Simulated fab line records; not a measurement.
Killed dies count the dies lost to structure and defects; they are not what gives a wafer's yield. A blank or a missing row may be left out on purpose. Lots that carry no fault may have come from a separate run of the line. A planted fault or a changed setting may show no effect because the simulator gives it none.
fab line records | flow nand-harc
record lots=6 wafers=18 last-day=30
route steps=1302 shown A_CONTACT@990
lots that met no fault: taken from a fault-free run of the same line
start-h: hours from the record's opening day to when the first of the lot's shown wafers began | wait-h: hours from the lot's prior step to this one | " unchanged from the row above | L1.1+2: a single row standing in for several wafers | - value missing, or start not given | * or withheld: withheld | < > ~ a bound
route shown NAME@n: a module of which the file shows steps, and the number in the route of the first | usual: mean and standard deviation over wafers with no fault | same: alike in all rows | chamber/n: place in a boat | sites: readings site by site | _std_site: the values' standard deviation | _edge_site: the outer-site mean with the inner-site mean subtracted | radius-mm: how far each site lies from the wafer's centre | mask NAME#n: copy n | behind: the tool/chamber that last shaped the wafer | hold: why the lot was held/for how many hours/how that ended | device: which transistor (n, p or np) failed to switch | end of line: the route-end tests of the same wafers | for a step that has no rows: nothing shown but its recipe | killed: dies that structure and defects cost at the first sort, which is not the same as the wafer's yield | map: a wafer's dies, marking killed ones x, the rest . and places with no die _
set.NAME: setting as actually run; set.NAME@STEP: the setting as run at that earlier step | model.NAME: the simulator's own value behind a step, which no gauge read
lots at selected steps of the route; one table per step, one row per wafer
services: the hour from which a tool's chamber was out of use, counted from the record's first day as start-h (under 0 if before that day), plus the number of hours and why
## steps
# step NHARC_A_CONTACT_COAT_35
# recipe temp-c=225 time-s=65
# step NHARC_A_CONTACT_COAT_36
# recipe spin-rpm=1500 resist-thk-nm=90
# step NHARC_A_CONTACT_SOFTBAKE_37
# recipe temp-c=105 time-s=55
# step NHARC_A_CONTACT_EBR_38
# step NHARC_A_CONTACT_EXPOSE_39
# recipe na=1.35 sigma-outer=0.8 dose-mj=58.79 mask-id=A_CC_3
# step NHARC_A_CONTACT_PEB_40
# recipe peb-temp-c=100 peb-time-s=65
# step NHARC_A_CONTACT_DEVELOP_41
# recipe develop-time-s=35 dev-temp-c=23
# step NHARC_A_CONTACT_CD_MEAS_42
# recipe target-cd-nm=300 landing-energy-ev=500
# usual cd-nm=300.2/0.58
# columns lot.wafer tool chamber start-h wait-h cd-nm
L898.2 cd-sem-01 0 566.35 - 299.5
L898.3 " 0 " " 299.8
L898.4 " 0 " " 300.0
L903.1 cd-sem-01 0 574.66 - 299.9
L903.2 " 0 " " 300.2
L903.4 " 0 " " 300.4
L906.1 cd-sem-03 0 630.84 - 300.6
L906.3 " 0 " " 299.7
L906.4 " 0 " " 300.2
L908.2 cd-sem-02 0 645.36 - 299.5
L908.4 " 0 " " 300.5
L908.6 " 0 " " 299.9
L910.1 cd-sem-01 0 654.84 - 301.1
L910.3 " 0 " " 299.9
L910.4 " 0 " " 299.9
L909.1 cd-sem-02 0 655.15 - 300.7
L909.2 " 0 " " 299.9
L909.5 " 0 " " 300.1
# step NHARC_A_CONTACT_OVL_MEAS_43
# usual overlay-x-nm=-0.3/0.75 overlay-y-nm=-0.2/0.63
# columns lot.wafer tool chamber start-h wait-h overlay-x-nm overlay-y-nm
L898.2 overlay-02 - 566.44 - 0.7 -0.4
L898.3 " - " " 0.9 -0.1
L898.4 " - " " 0.3 -0.7
L903.1 overlay-02 - 574.75 - 0.1 -1.3
L903.2 " - " " 0.6 -0.9
L903.4 " - " " 0.2 -1.1
L906.1 overlay-02 - 630.93 - 0.1 -0.7
L906.3 " - " " 0.4 -0.4
L906.4 " - " " 0.3 -0.1
L908.2 overlay-02 - 645.45 - -0.6 0.1
L908.4 " - " " 0.4 -0.4
L908.6 " - " " 0.0 -0.4
L910.1 overlay-02 - 654.93 - -0.3 0.9
L910.3 " - " " -1.0 1.2
L910.4 " - " " -0.4 0.4
L909.1 overlay-02 - 655.24 - -0.9 0.3
L909.2 " - " " -1.0 0.1
L909.5 " - " " -0.8 0.5
# step NHARC_A_CONTACT_INSPECT_44
# usual raw-defect-count=77/36
# columns lot.wafer tool chamber start-h wait-h raw-defect-count
L898.2 defect-inspect-02 - 566.47 0.0 71
L898.3 " - " " 71
L898.4 " - " " 52
L903.1 defect-inspect-02 - 574.78 0.0 27
L903.2 " - " " 27
L903.4 " - " " 30
L906.1 defect-inspect-01 - 630.97 0.0 71
L906.3 " - " " 74
L906.4 " - " " 71
L908.2 defect-inspect-01 - 645.49 0.0 70
L908.4 " - " " 81
L908.6 " - " " 93
L910.1 defect-inspect-01 - 654.96 0.0 31
L910.3 " - " " 25
L910.4 " - " " 18
L909.1 defect-inspect-01 - 655.28 0.0 169
L909.2 " - " " 160
L909.5 " - " " 172
# step NHARC_A_CONTACT_DESCUM_47
# recipe time-s=3 o2-flow-sccm=200 ar-flow-sccm=0 bias-power-w=0 chemistry=O2
# usual drypump-motor-current-A=5.80/0.26 oes-product-au=1.001/0.01 rf-vpp-V=57.9/0.91 showerhead-plenum-p-Torr=1.93/0.1 throttle-valve-pct=11.311/0.0089
# columns lot.wafer tool chamber start-h wait-h drypump-motor-current-A oes-product-au rf-hours-counter-h rf-vpp-V showerhead-plenum-p-Torr throttle-valve-pct
L898.4 rie-diel-04 1 566.55 0.1 5.52 1.012 3 57.7 2.02 11.311
L898.3 " 2 " " 5.63 0.999 4 59.0 2.03 11.302
L898.2 " 0 " " 5.78 1.013 4 58.2 2.01 11.298
L903.1 rie-diel-04 2 574.85 0.1 5.65 0.998 5 57.2 2.03 11.293
L903.2 " 0 " " 5.82 0.999 5 58.4 2.01 11.316
L903.4 " 1 " " 5.49 1.016 4 58.4 2.01 11.319
L906.3 rie-diel-02 1 631.04 0.1 5.90 1.020 19 57.1 1.84 11.315
L906.4 " 2 " " 5.09 1.003 20 59.0 2.07 11.298
L906.1 " 3 " " 5.94 1.006 19 58.4 2.03 11.290
L908.4 rie-diel-05 3 645.55 0.1 5.81 1.012 19 59.0 1.95 11.315
L908.2 " 0 " " 5.84 0.999 19 56.8 1.78 11.313
L908.6 " 3 " " 5.84 1.006 - 57.0 1.95 11.330
L910.4 rie-diel-04 1 655.04 0.1 5.52 1.013 13 58.0 2.01 11.304
L910.3 " 2 " " 5.63 0.995 18 56.9 2.03 11.300
L910.1 " 0 " " 5.78 0.981 18 58.8 2.00 11.318
L909.2 rie-diel-02 2 655.35 0.1 5.09 1.004 29 59.0 2.07 11.316
L909.1 " 3 " " 5.94 0.997 29 57.3 2.03 11.312
L909.5 " 2 " " 5.09 0.998 - 59.3 2.07 11.315
# step NHARC_A_CONTACT_ETCH_48
# recipe target-depth-a=390 over-etch-frac=0.3 time-s=65 ion-energy-ev=80 cf4-flow-sccm=150 ar-flow-sccm=0 rf-w=300 bias-w=100 chemistry=CF4
# usual drypump-motor-current-A=5.81/0.25 oes-product-au=1.001/0.011 rf-vpp-V=151.4/1.3 run-length-s=86.2/0.36 showerhead-plenum-p-Torr=1.79/0.087 throttle-valve-pct=13.284/0.01
# columns lot.wafer tool chamber start-h wait-h drypump-motor-current-A oes-product-au rf-hours-counter-h rf-vpp-V run-length-s showerhead-plenum-p-Torr throttle-valve-pct
L898.3 rie-diel-04 0 566.64 0.1 5.80 1.008 4 152.0 86.9 1.85 13.289
L898.4 " 1 " " 5.52 1.008 3 151.6 86.8 1.86 13.271
L898.2 " 2 " " 5.63 1.002 4 152.6 85.8 1.87 13.292
L903.2 rie-diel-04 0 574.93 0.1 5.77 0.997 5 153.1 86.1 1.85 13.278
L903.1 " 1 " " 5.49 1.005 4 154.0 86.2 1.86 13.289
L903.4 " 3 " " 5.92 0.995 6 151.8 86.1 1.74 13.276
L906.4 rie-diel-02 1 631.11 0.1 5.91 1.016 19 151.0 86.0 1.70 13.272
L906.3 " 3 " " 5.96 1.019 19 153.4 87.3 1.87 13.278
L906.1 " 0 " " 6.19 1.021 17 149.5 85.5 1.66 13.277
L908.2 rie-diel-05 1 645.63 0.1 6.05 1.002 19 150.1 86.0 1.66 13.273
L908.4 " 3 " " 5.85 1.005 19 152.3 86.2 1.80 13.295
L908.6 " 1 " " 6.05 1.004 - 149.3 86.4 1.66 13.277
L910.4 rie-diel-04 2 655.13 0.1 5.63 0.995 18 153.0 85.8 1.86 13.276
L910.3 " 3 " " 5.93 0.995 18 151.2 86.6 1.74 13.283
L910.1 " 0 " " 5.77 0.984 18 152.5 86.3 1.85 13.285
L909.1 rie-diel-02 1 655.42 0.1 5.91 1.018 27 151.5 86.0 1.70 13.285
L909.2 " 2 " " 5.08 1.014 29 153.4 85.8 1.90 13.271
L909.5 " 1 " " 5.93 1.022 - 150.8 86.1 1.70 13.279
# step NHARC_A_CONTACT_ETCH_49
# recipe target-depth-a=2600 over-etch-frac=0.3 time-s=475.3 ion-energy-ev=200 n2-flow-sccm=150 h2-flow-sccm=150 ar-flow-sccm=0 rf-w=400 bias-w=150 chemistry=N2/H2
# usual drypump-motor-current-A=5.82/0.25 oes-product-au=1.000/0.0083 rf-vpp-V=431/3.2 run-length-s=496.5/0.4 showerhead-plenum-p-Torr=2.07/0.11 throttle-valve-pct=14.172/0.0081
# columns lot.wafer tool chamber start-h wait-h drypump-motor-current-A oes-product-au rf-hours-counter-h rf-vpp-V run-length-s showerhead-plenum-p-Torr throttle-valve-pct
L898.3 rie-diel-04 3 566.75 - 5.93 0.992 4 429 496.6 2.00 14.177
L898.2 " 0 " " 5.81 1.006 4 436 394.0 2.14 14.177
L898.4 " 1 " " 5.51 1.007 3 434 496.6 2.15 14.164
L903.4 rie-diel-04 0 575.02 - 5.79 1.007 5 433 393.8 2.14 14.176
L903.2 " 2 " " 5.61 1.001 5 436 496.4 2.17 14.177
L903.1 " 3 " " 5.94 0.990 6 430 496.6 2.00 14.166
L906.1 rie-diel-02 2 631.28 - 5.10 1.000 20 436 496.4 2.21 14.163
L906.4 " 3 " " 5.94 0.999 19 434 497.2 2.17 14.168
L906.3 " 1 " " 5.96 1.011 19 428 495.7 1.95 14.172
L908.2 rie-diel-05 2 645.73 - 6.13 0.997 17 434 496.5 2.16 14.177
L908.4 " 1 " " 6.04 1.015 19 428 496.0 1.90 14.176
L908.6 " 3 " " 5.85 1.010 - 431 496.0 2.08 14.168
L910.3 rie-diel-04 3 655.25 - 5.91 0.983 18 429 496.4 2.00 14.181
L910.1 " 0 " " 5.80 0.998 18 433 496.6 2.14 14.173
L910.4 " 1 " " 5.50 1.008 13 433 496.8 2.15 14.173
L909.1 rie-diel-02 1 655.55 - 5.92 1.021 27 428 495.8 1.95 14.167
L909.2 " 3 " " 5.92 1.001 29 434 497.0 2.17 14.173
L909.5 " 0 " " 6.21 1.010 - 427 496.0 1.89 14.180
# step NHARC_A_CONTACT_ETCH_50
# recipe target-depth-a=1210 time-s=60.5 cf4-flow-sccm=100 chf3-flow-sccm=30 ar-flow-sccm=0 rf-w=500 bias-w=200 chemistry=CF4/CHF3
# usual drypump-motor-current-A=5.81/0.25 oes-product-au=0.951/0.021 rf-vpp-V=371.2/2.8 run-length-s=81.7/0.39 showerhead-plenum-p-Torr=1.59/0.08 throttle-valve-pct=16.803/0.0088
# columns lot.wafer tool chamber start-h wait-h drypump-motor-current-A oes-product-au rf-hours-counter-h rf-vpp-V run-length-s showerhead-plenum-p-Torr throttle-valve-pct
L898.3 rie-diel-04 0 - - 5.77 0.959 4 373.6 81.7 1.65 16.808
L898.2 " 2 " " 5.61 0.938 4 374.8 81.6 1.66 16.806
L898.4 " 3 " " 5.96 0.946 5 368.6 81.7 1.55 16.816
L903.4 rie-diel-04 2 - - 5.63 0.957 5 373.9 81.8 1.66 16.813
L903.1 " 3 " " 5.93 0.958 6 369.3 81.5 1.55 16.794
L903.2 " 0 " " 5.78 0.982 6 373.1 82.1 1.65 16.806
L906.4 rie-diel-02 1 - - 5.93 0.976 19 368.3 81.0 1.51 16.798
L906.1 " 2 " " 5.11 0.987 20 375.7 81.8 1.69 16.794
L906.3 " 0 " " 6.20 0.975 17 368.1 81.2 1.47 16.815
L908.4 rie-diel-05 1 - - 6.03 0.956 19 367.3 81.5 1.48 16.798
L908.2 " 0 " " 5.83 0.941 19 366.7 82.1 1.47 16.811
L908.6 " 1 " " 6.02 0.964 - 368.1 81.3 1.48 16.805
L910.3 rie-diel-04 0 - - 5.79 0.980 18 373.2 81.6 1.64 16.798
L910.1 " 1 " " 5.52 0.970 13 374.0 81.8 1.65 16.819
L910.4 " 2 " " 5.63 0.973 18 373.6 81.6 1.66 16.786
L909.2 rie-diel-02 1 - - 5.92 0.959 28 369.5 81.3 1.51 16.808
L909.1 " 3 " " 5.92 0.942 29 373.6 82.4 1.66 16.809
L909.5 " 0 " " 6.22 0.932 - 366.9 81.0 1.47 16.806
## services
# columns tool chamber start-h hours kind
rie-diel-02 0 556.42 - clean
rie-diel-02 1 556.42 - clean
rie-diel-02 2 556.42 - clean
rie-diel-02 3 556.42 - clean
rie-diel-04 0 565.91 - clean
rie-diel-04 1 565.91 - clean
rie-diel-04 2 565.91 - clean
rie-diel-04 3 565.91 - clean
rie-diel-02 - 577.30 9.0 pm
rie-diel-02 0 577.30 9.0 vent-cycle
rie-diel-02 1 577.30 9.0 vent-cycle
rie-diel-02 2 577.30 9.0 vent-cycle
rie-diel-02 3 577.30 9.0 vent-cycle
rie-diel-05 - 583.76 9.0 pm
rie-diel-02 0 586.30 - clean
rie-diel-04 0 614.41 - clean
rie-diel-04 1 614.41 - clean
rie-diel-04 2 614.41 - clean
rie-diel-04 3 614.41 - clean
rie-diel-05 0 618.01 5.8 repair
rie-diel-04 0 639.37 - clean
rie-diel-04 1 639.37 - clean
rie-diel-04 2 639.37 - clean
rie-diel-04 3 639.37 - clean
## key
first-sign step=NHARC_A_CONTACT_ETCH_49 reading=run-length-s direction=down sigmas=99+ usual=* struck=*
effect none on later readings
met-at NHARC_A_CONTACT_ETCH_49
struck-wafers L898.2,L903.4
sort-left-out L898.2
tester-left-out L898,L903
fault kind=process-parameter-drift tool=rie-diel-04 chamber=0 onset-h=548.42 steps=NHARC_A_CONTACT_ETCH_49 channel=time-s offset=* shape=step end-h=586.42 acts-in=* stated=*
# tester-left-out: of these lots the tester's yield and bins aren't shown, on N5 and GAA mostly nor the transistor test; their killed dies are dies lost to structure and defects alone, not to doping, threshold or leakage, so they don't give the yield
# sort-left-out: the simulated sort isn't trusted on such a fault, so these wafers' sort isn't shown, and their yield isn't known
